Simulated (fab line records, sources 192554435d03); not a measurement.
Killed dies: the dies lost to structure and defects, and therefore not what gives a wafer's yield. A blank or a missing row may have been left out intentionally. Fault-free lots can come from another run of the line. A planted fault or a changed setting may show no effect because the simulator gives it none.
Which tool is to blame? :: flow n5Finfet :: 9 lots, 24 wafers sampled, at 8 steps of a route of 1938

## WHAT THE GAUGES READ, wafer by wafer
N5_PMOS_HMC_CHANNEL_EPI_CD_MEAS_09: the cd target is 237.4 nm. Usual: cdNm at 237.4 nm, with a standard deviation of 1.1.
lot: L390
measured: day 2 05:20
on: cdSem-01
cdNm (nm): 236.2 235.9 235.6
flag: 

lot: L393
measured: day 2 23:40
on: cdSem-03
cdNm (nm): 237.6 237.4 237.7
flag: 

lot: L394
measured: day 3 04:59
on: cdSem-02
cdNm (nm): 237.6 237.7 237.0
flag: 

lot: L398
measured: day 4 05:42
on: cdSem-03
cdNm (nm): 236.6 237.3
flag: 

lot: L401
measured: day 5 01:37
on: cdSem-03
cdNm (nm): 235.4 236.4
flag: 

lot: L403
measured: day 5 11:46
on: cdSem-01
cdNm (nm): 238.8 238.5
flag: 

lot: L409
measured: day 6 23:00
on: cdSem-02
cdNm (nm): 237.3 237.5 236.8
flag: 

lot: L410
measured: day 7 05:21
on: cdSem-02
cdNm (nm): 237.9 238.7 237.6
flag: 

lot: L411
measured: day 7 11:08
on: cdSem-03
cdNm (nm): 237.7 239.2 239.1
flag: 

N5_PMOS_HMC_CHANNEL_EPI_OVL_MEAS_10. Usual: PMOS_HMC_BLK_OVL gives 0.1 nm (standard deviation 0.71).
lot: L390
measured: day 2 05:22
on: overlay-02
PMOS_HMC_BLK_OVL (nm): -0.8 0.1 0.8
flag: 

lot: L393
measured: day 2 23:41
on: overlay-02
PMOS_HMC_BLK_OVL (nm): -1.1 -1.4 0.0
flag: 

lot: L394
measured: day 3 05:01
on: overlay-01
PMOS_HMC_BLK_OVL (nm): 0.3 -0.1 0.3
flag: 

lot: L398
measured: day 4 05:44
on: overlay-01
PMOS_HMC_BLK_OVL (nm): -0.7 -0.3
flag: 

lot: L401
measured: day 5 01:38
on: overlay-01
PMOS_HMC_BLK_OVL (nm): -0.4 -0.1
flag: 

lot: L403
measured: day 5 11:47
on: overlay-02
PMOS_HMC_BLK_OVL (nm): 0.5 0.1
flag: 

lot: L409
measured: day 6 23:02
on: overlay-01
PMOS_HMC_BLK_OVL (nm): -1.3 -0.8 -0.5
flag: 

lot: L410
measured: day 7 05:23
on: overlay-02
PMOS_HMC_BLK_OVL (nm): 0.5 0.7 -0.6
flag: 

lot: L411
measured: day 7 11:10
on: overlay-02
PMOS_HMC_BLK_OVL (nm): 0.5 1.5 0.9
flag: 

N5_FIN_SAQP_THK_MEAS_07. Usual: thkNm at 59.9 nm, with a standard deviation of 0.78.
lot: L390
measured: day 2 09:29
on: filmMetro-02
thkNm (nm): 59.0 59.1 59.9
flag: 

lot: L393
measured: day 3 03:20
on: filmMetro-01
thkNm (nm): 58.6 58.5 59.2
flag: 

lot: L394
measured: day 3 10:40
on: filmMetro-01
thkNm (nm): 58.3 58.2 59.9
flag: 

lot: L398
measured: day 4 10:02
on: filmMetro-02
thkNm (nm): 91.5 92.8
flag: OFF

lot: L401
measured: day 5 06:04
on: filmMetro-02
thkNm (nm): 91.6 59.8
flag: OFF

lot: L403
measured: day 5 15:59
on: filmMetro-02
thkNm (nm): 91.5 61.4
flag: OFF

lot: L409
measured: day 7 03:00
on: filmMetro-02
thkNm (nm): 59.0 59.5 59.3
flag: 

lot: L410
measured: day 7 09:08
on: filmMetro-02
thkNm (nm): 59.6 60.2 60.7
flag: 

lot: L411
measured: day 7 14:58
on: filmMetro-01
thkNm (nm): 61.1 60.2 61.1
flag: 

N5_FIN_SAQP_INSPECT_40: inspects for defects (brightfield). Usual: rawDefectCount at 189, with a standard deviation of 47.
lot: L390
measured: day 2 14:22
on: defectInspect-02
rawDefectCount: 163 145 167
flag: 

lot: L393
measured: day 3 10:53
on: defectInspect-02
rawDefectCount: 255 191 185
flag: 

lot: L394
measured: day 3 19:07
on: defectInspect-01
rawDefectCount: 178 250 208
flag: 

lot: L398
measured: day 4 14:48
on: defectInspect-02
rawDefectCount: 1486 1680
flag: OFF

lot: L401
measured: day 5 10:57
on: defectInspect-01
rawDefectCount: 1788 253
flag: OFF

lot: L403
measured: day 5 20:53
on: defectInspect-02
rawDefectCount: 1699 165
flag: OFF

lot: L409
measured: day 7 08:02
on: defectInspect-02
rawDefectCount: 173 204 196
flag: 

lot: L410
measured: day 7 14:16
on: defectInspect-02
rawDefectCount: 162 184 177
flag: 

lot: L411
measured: day 7 20:50
on: defectInspect-02
rawDefectCount: 124 154 139
flag: 

N5_BEOL_M4_RC_MEAS_101. Usual: DIBL_N 36.3 mV/V, standard deviation 1.8; DIBL_P 36.5 mV/V, standard deviation 2.1; IOFF_N 0.16 nA/um, standard deviation 0.031; IOFF_P 0.22 nA/um, standard deviation 0.038; ION_N 677 uA/um, standard deviation 12; ION_P 466 uA/um, standard deviation 7.8; SS_N 71.5 mV/dec, standard deviation 0.61; SS_P 73.2 mV/dec, standard deviation 0.7; VT_N 249 mV, standard deviation 3; VT_P -248.9 mV, standard deviation 3.
lot: L390
measured: day 9 08:14
on: prober-02
DIBL_N (mV/V): 38.2 36.2 39.2
DIBL_P (mV/V): 38.6 36.3 38.9
IOFF_N (nA/um): 0.20 0.17 0.22
IOFF_P (nA/um): 0.24 0.20 0.27
ION_N (uA/um): 693 688 691
ION_P (uA/um): 464 462 466
SS_N (mV/dec): 72.0 71.4 72.4
SS_P (mV/dec): 73.6 72.0 73.8
VT_N (mV): 247 250 244
VT_P (mV): -246.9 -250.2 -246.2
flag: 

lot: L393
measured: day 10 15:43
on: prober-01
DIBL_N (mV/V): 38.0 38.9 37.6
DIBL_P (mV/V): 38.8 39.3 37.4
IOFF_N (nA/um): 0.20 0.21 0.17
IOFF_P (nA/um): 0.24 0.25 0.22
ION_N (uA/um): 697 705 679
ION_P (uA/um): 470 468 458
SS_N (mV/dec): 72.1 71.5 71.4
SS_P (mV/dec): 74.1 74.0 74.1
VT_N (mV): 246 246 249
VT_P (mV): -249.7 -250.0 -252.2
flag: 

lot: L394
measured: day 10 13:41
on: prober-01
DIBL_N (mV/V): 35.2 39.7 40.4
DIBL_P (mV/V): 34.4 39.6 41.0
IOFF_N (nA/um): 0.14 0.22 0.24
IOFF_P (nA/um): 0.19 0.26 0.30
ION_N (uA/um): 678 673 703
ION_P (uA/um): 469 460 474
SS_N (mV/dec): 71.7 72.0 71.7
SS_P (mV/dec): 72.3 74.2 74.4
VT_N (mV): 249 247 242
VT_P (mV): -249.9 -245.4 -245.9
flag: 

lot: L401
measured: day 12 00:31
on: prober-01
DIBL_N (mV/V): 38.9
DIBL_P (mV/V): 38.3
IOFF_N (nA/um): 0.18
IOFF_P (nA/um): 0.27
ION_N (uA/um): 679
ION_P (uA/um): 467
SS_N (mV/dec): 72.9
SS_P (mV/dec): 73.5
VT_N (mV): 250
VT_P (mV): -247.4
flag: 

lot: L403
measured: day 12 14:45
on: prober-02
DIBL_N (mV/V): 37.0
DIBL_P (mV/V): 38.6
IOFF_N (nA/um): 0.20
IOFF_P (nA/um): 0.26
ION_N (uA/um): 687
ION_P (uA/um): 471
SS_N (mV/dec): 71.7
SS_P (mV/dec): 72.8
VT_N (mV): 246
VT_P (mV): -247.5
flag: 

lot: L409
measured: day 13 19:41
on: prober-02
DIBL_N (mV/V): 32.2 32.5 33.8
DIBL_P (mV/V): 32.2 32.5 33.8
IOFF_N (nA/um): 0.10 0.11 0.12
IOFF_P (nA/um): 0.15 0.15 0.17
ION_N (uA/um): 641 671 650
ION_P (uA/um): 449 462 453
SS_N (mV/dec): 70.8 70.4 70.7
SS_P (mV/dec): 72.1 72.4 72.5
VT_N (mV): 256 255 253
VT_P (mV): -254.0 -252.8 -252.0
flag: 

lot: L410
measured: day 14 04:28
on: prober-01
DIBL_N (mV/V): 36.1 36.2 36.2
DIBL_P (mV/V): 36.8 36.5 37.3
IOFF_N (nA/um): 0.17 0.16 0.16
IOFF_P (nA/um): 0.23 0.23 0.25
ION_N (uA/um): 682 682 683
ION_P (uA/um): 469 475 467
SS_N (mV/dec): 71.8 71.7 71.4
SS_P (mV/dec): 73.2 72.9 73.1
VT_N (mV): 248 248 249
VT_P (mV): -249.1 -246.7 -244.5
flag: 

lot: L411
measured: day 14 01:23
on: prober-01
DIBL_N (mV/V): 34.1 34.1 38.3
DIBL_P (mV/V): 35.5 34.8 40.8
IOFF_N (nA/um): 0.14 0.14 0.23
IOFF_P (nA/um): 0.20 0.19 0.31
ION_N (uA/um): 680 661 698
ION_P (uA/um): 469 457 477
SS_N (mV/dec): 71.8 71.4 71.7
SS_P (mV/dec): 72.6 72.4 73.5
VT_N (mV): 250 249 245
VT_P (mV): -250.0 -249.1 -246.5
flag: 

## EACH LOT AND THE TOOL THAT RAN IT (in order: tool; ch and the chambers of the sampled wafers; start)
lot: L390
N5_PMOS_HMC_CHANNEL_EPI_HM_DEP_34: pecvd-04 ch 0,1, day 2 05:03
N5_FIN_SAQP_PECVD_06: pecvd-02 ch 0,2, day 2 09:22
N5_FIN_SAQP_MANDREL_ETCH_22: rieSi-06 ch 1,2,3, day 2 10:14

lot: L393
N5_PMOS_HMC_CHANNEL_EPI_HM_DEP_34: pecvd-04 ch 0,2, day 2 23:15
N5_FIN_SAQP_PECVD_06: pecvd-03 ch 0,2, day 3 03:14
N5_FIN_SAQP_MANDREL_ETCH_22: rieSi-03 ch 0,1,3, day 3 04:11

lot: L394
N5_PMOS_HMC_CHANNEL_EPI_HM_DEP_34: pecvd-04 ch 1,2, day 3 04:35
N5_FIN_SAQP_PECVD_06: pecvd-03 ch 0,1,2, day 3 10:35
N5_FIN_SAQP_MANDREL_ETCH_22: rieSi-01 ch 0,2,3, day 3 11:38

lot: L398
N5_PMOS_HMC_CHANNEL_EPI_HM_DEP_34: pecvd-04 ch 1,2, day 4 05:17
N5_FIN_SAQP_PECVD_06: pecvd-03 ch 1,2, day 4 09:58
N5_FIN_SAQP_MANDREL_ETCH_22: rieSi-03 ch 0,1, day 4 10:55

lot: L401
N5_PMOS_HMC_CHANNEL_EPI_HM_DEP_34: pecvd-01 ch 0,1, day 5 01:13
N5_FIN_SAQP_PECVD_06: pecvd-03 ch 0, day 5 05:58
N5_FIN_SAQP_MANDREL_ETCH_22: rieSi-03 ch 1,2, day 5 06:56

lot: L403
N5_PMOS_HMC_CHANNEL_EPI_HM_DEP_34: pecvd-01 ch 0, day 5 11:21
N5_FIN_SAQP_PECVD_06: pecvd-03 ch 1,2, day 5 15:53
N5_FIN_SAQP_MANDREL_ETCH_22: rieSi-03 ch 1,2, day 5 16:51

lot: L409
N5_PMOS_HMC_CHANNEL_EPI_HM_DEP_34: pecvd-04 ch 0,1, day 6 22:36
N5_FIN_SAQP_PECVD_06: pecvd-02 ch 0,1,2, day 7 02:55
N5_FIN_SAQP_MANDREL_ETCH_22: rieSi-03 ch 1,2,3, day 7 03:52

lot: L410
N5_PMOS_HMC_CHANNEL_EPI_HM_DEP_34: pecvd-01 ch 0,1, day 7 05:04
N5_FIN_SAQP_PECVD_06: pecvd-02 ch 0,2, day 7 09:02
N5_FIN_SAQP_MANDREL_ETCH_22: rieSi-03 ch 0,2,3, day 7 10:00

lot: L411
N5_PMOS_HMC_CHANNEL_EPI_HM_DEP_34: pecvd-04 ch 0,1,2, day 7 10:44
N5_FIN_SAQP_PECVD_06: pecvd-02 ch 1,2, day 7 14:53
N5_FIN_SAQP_MANDREL_ETCH_22: rieSi-03 ch 0,3, day 7 15:43
- N5_PMOS_HMC_CHANNEL_EPI_HM_DEP_34: deposits SiO2 from TEOS/O2, target thk 36 nm, time 6.9 s.
- N5_FIN_SAQP_PECVD_06: deposits a-Si from SiH4/He, target thk 60 nm, time 48.1 s.
- N5_FIN_SAQP_MANDREL_ETCH_22: etches a-Si in HBr/Cl2, stops on SiNx, target depth 60 nm, bt time 10 s, time 30 s.

## WHAT THE TOOLS THEMSELVES READ (means of the sampled wafers that have a number; where no wafer has one, the mark that the record gives instead)
N5_PMOS_HMC_CHANNEL_EPI_HM_DEP_34. Usual: heaterPowerW 556 W, standard deviation 57; showerheadPlenumPTorr 8.35 Torr, standard deviation 0.031; throttleValvePct 18.9 %, standard deviation 1.
lot: L390
tool: pecvd-04
heaterPowerW (W): 539
showerheadPlenumPTorr (Torr): 8.34
throttleValvePct (%): 19.1
flag: 

lot: L393
tool: pecvd-04
heaterPowerW (W): 579
showerheadPlenumPTorr (Torr): 8.36
throttleValvePct (%): 18.5
flag: 

lot: L394
tool: pecvd-04
heaterPowerW (W): 596
showerheadPlenumPTorr (Torr): 8.33
throttleValvePct (%): 18.7
flag: 

lot: L398
tool: pecvd-04
heaterPowerW (W): 524
showerheadPlenumPTorr (Torr): 8.32
throttleValvePct (%): 18.9
flag: 

lot: L401
tool: pecvd-01
heaterPowerW (W): 526
showerheadPlenumPTorr (Torr): 8.39
throttleValvePct (%): 20.2
flag: 

lot: L403
tool: pecvd-01
heaterPowerW (W): 588
showerheadPlenumPTorr (Torr): 8.40
throttleValvePct (%): 20.4
flag: 

lot: L409
tool: pecvd-04
heaterPowerW (W): 511
showerheadPlenumPTorr (Torr): 8.34
throttleValvePct (%): 19.2
flag: 

lot: L410
tool: pecvd-01
heaterPowerW (W): 476
showerheadPlenumPTorr (Torr): 8.38
throttleValvePct (%): 20.4
flag: 

lot: L411
tool: pecvd-04
heaterPowerW (W): 533
showerheadPlenumPTorr (Torr): 8.34
throttleValvePct (%): 19.0
flag: 

N5_FIN_SAQP_PECVD_06. Usual: heaterPowerW 868 W, standard deviation 78; showerheadPlenumPTorr 5.67 Torr, standard deviation 0.058; throttleValvePct 17.8 %, standard deviation 0.54.
lot: L390
tool: pecvd-02
heaterPowerW (W): 941
showerheadPlenumPTorr (Torr): 5.66
throttleValvePct (%): 17.5
flag: 

lot: L393
tool: pecvd-03
heaterPowerW (W): 817
showerheadPlenumPTorr (Torr): 5.66
throttleValvePct (%): 17.6
flag: 

lot: L394
tool: pecvd-03
heaterPowerW (W): 803
showerheadPlenumPTorr (Torr): 5.71
throttleValvePct (%): 17.4
flag: 

lot: L398
tool: pecvd-03
heaterPowerW (W): 814
showerheadPlenumPTorr (Torr): 5.72
throttleValvePct (%): 17.6
flag: 

lot: L401
tool: pecvd-03
heaterPowerW (W): 912
showerheadPlenumPTorr (Torr): 5.66
throttleValvePct (%): 17.4
flag: 

lot: L403
tool: pecvd-03
heaterPowerW (W): 835
showerheadPlenumPTorr (Torr): 5.72
throttleValvePct (%): 17.6
flag: 

lot: L409
tool: pecvd-02
heaterPowerW (W): 920
showerheadPlenumPTorr (Torr): 5.64
throttleValvePct (%): 17.4
flag: 

lot: L410
tool: pecvd-02
heaterPowerW (W): 872
showerheadPlenumPTorr (Torr): 5.67
throttleValvePct (%): 17.6
flag: 

lot: L411
tool: pecvd-02
heaterPowerW (W): 873
showerheadPlenumPTorr (Torr): 5.64
throttleValvePct (%): 17.5
flag: 

N5_FIN_SAQP_MANDREL_ETCH_22. Usual: drypumpMotorCurrentA 5.5 A, standard deviation 0.36; oesProductAu 0.769 a.u., standard deviation 0.013; throttleValvePct 35.4 %, standard deviation 0.31.
lot: L390
tool: rieSi-06
drypumpMotorCurrentA (A): 5.7
oesProductAu (a.u.): 0.769
throttleValvePct (%): 35.2
flag: 

lot: L393
tool: rieSi-03
drypumpMotorCurrentA (A): 5.3
oesProductAu (a.u.): 0.761
throttleValvePct (%): 35.6
flag: 

lot: L394
tool: rieSi-01
drypumpMotorCurrentA (A): 5.6
oesProductAu (a.u.): 0.762
throttleValvePct (%): 35.3
flag: 

lot: L398
tool: rieSi-03
drypumpMotorCurrentA (A): 5.5
oesProductAu (a.u.): 0.992
throttleValvePct (%): 35.1
flag: OFF

lot: L401
tool: rieSi-03
drypumpMotorCurrentA (A): 5.8
oesProductAu (a.u.): 0.882
throttleValvePct (%): 35.3
flag: OFF

lot: L403
tool: rieSi-03
drypumpMotorCurrentA (A): 5.7
oesProductAu (a.u.): 0.884
throttleValvePct (%): 35.3
flag: OFF

lot: L409
tool: rieSi-03
drypumpMotorCurrentA (A): 5.5
oesProductAu (a.u.): 0.768
throttleValvePct (%): 35.6
flag: 

lot: L410
tool: rieSi-03
drypumpMotorCurrentA (A): 5.5
oesProductAu (a.u.): 0.777
throttleValvePct (%): 35.5
flag: 

lot: L411
tool: rieSi-03
drypumpMotorCurrentA (A): 5.3
oesProductAu (a.u.): 0.775
throttleValvePct (%): 35.4
flag: 

## THE ANSWER, worked out from the rows above alone
Rule: a lot counts as off when the mean over its wafers that have a number is more than 3 standard deviations away from the usual mean. Also off: a lot with no number at a reading for which 4 or more lots have one. The other lots that the step has rows for count as sound. Order of review: gauges by route order, followed by the tools' own readings, for which a lot's mean as printed above is used. The first step at which some lot is off is used, and at that step the reading that is off furthest; a lot without a number counts as furthest.
Off: L398, L401, L403 (N5_FIN_SAQP_THK_MEAS_07, thkNm).
If a tool, at a process step before that reading, ran all the lots that are off and no sound lot after the first of them, it fits. The gauges at N5_FIN_SAQP_THK_MEAS_07 aren't tried: what is off there is off at N5_FIN_SAQP_INSPECT_40 too, on other tools, and a gauge's error can't cause that. One fits: pecvd-03 at N5_FIN_SAQP_PECVD_06. Its last sound lot is L394 (day 3 10:35), its first lot that is off L398 (day 4 09:58): a fault that began between those two fits.

## WHAT THE SIMULATOR HAD PUT IN
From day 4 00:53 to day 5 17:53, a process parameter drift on pecvd-03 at N5_FIN_SAQP_PECVD_06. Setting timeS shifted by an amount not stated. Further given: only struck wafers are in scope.
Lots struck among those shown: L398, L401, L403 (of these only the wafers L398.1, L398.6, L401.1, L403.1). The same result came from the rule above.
